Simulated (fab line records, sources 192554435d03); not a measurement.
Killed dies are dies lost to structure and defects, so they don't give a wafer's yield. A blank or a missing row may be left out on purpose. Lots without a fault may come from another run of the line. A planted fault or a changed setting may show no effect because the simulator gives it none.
Chamber matching | flow n5_finfet | N5_BEOL_M3_ALD_98 on ald_sin-01: 4 sister chambers
The step deposits SiO2, target thk 2.5 nm, pulse time 1 s, co reactant pulse time 1 s. 8 wafers are shown with their chamber, then 11 later ones without.

WAFERS WITH THEIR CHAMBER
wafer  | chamber | heater_power_w (W) | precursor_pulse_height_rel
L084.5 | 2       | 89                 | 0.997
L087.1 | 2       | 89                 | 1.007
L087.2 | 3       | 69                 | 1.038
L087.3 | 1       | 84                 | 1.004
L091.3 | 0       | 94                 | 1.037
L091.4 | 1       | 83                 | 1.032
L091.6 | 3       | 70                 | 1.008
L090.2 | 0       | 93                 | 1.055

WAFERS WITHOUT THEIR CHAMBER
wafer  | heater_power_w (W) | precursor_pulse_height_rel
L090.3 | 68                 | 1.003
L090.5 | 83                 | 0.994
L092.2 | 69                 | 1.011
L092.4 | 70                 | 1.032
L092.6 | 96                 | 1.010
L096.2 | 84                 | 1.007
L096.3 | 95                 | 1.036
L096.5 | 85                 | 1.025
L097.2 | 69                 | 0.973
L097.4 | 94                 | 0.979
L097.5 | 84                 | 0.991

WHICH CHAMBER EACH WENT THROUGH
wafer  | from the rows above | in truth
L090.3 | 3                   | 3
L090.5 | 1                   | 1
L092.2 | 3                   | 3
L092.4 | 3                   | 3
L092.6 | 0                   | 0
L096.2 | 1                   | 1
L096.3 | 0                   | 0
L096.5 | 1                   | 1
L097.2 | 3                   | 3
L097.4 | 0                   | 0
L097.5 | 1                   | 1
Placed correctly: 11 of 11. Can't be placed from these rows: 0. Placed wrongly: 0.
How it was worked out, from the rows above alone: a wafer's distance from a chamber is the root of the sum, over the readings, of the square of ((its reading less the chamber's mean) divided by the reading's scatter). The wafer belongs to the nearest chamber; if the next one is less than 2 further off, it can't be placed. A chamber's mean is the mean of its shown wafers. The scatter: the root of (the sum of the squares of (reading less its chamber's mean) over the shown wafers, divided by (wafers less chambers)).
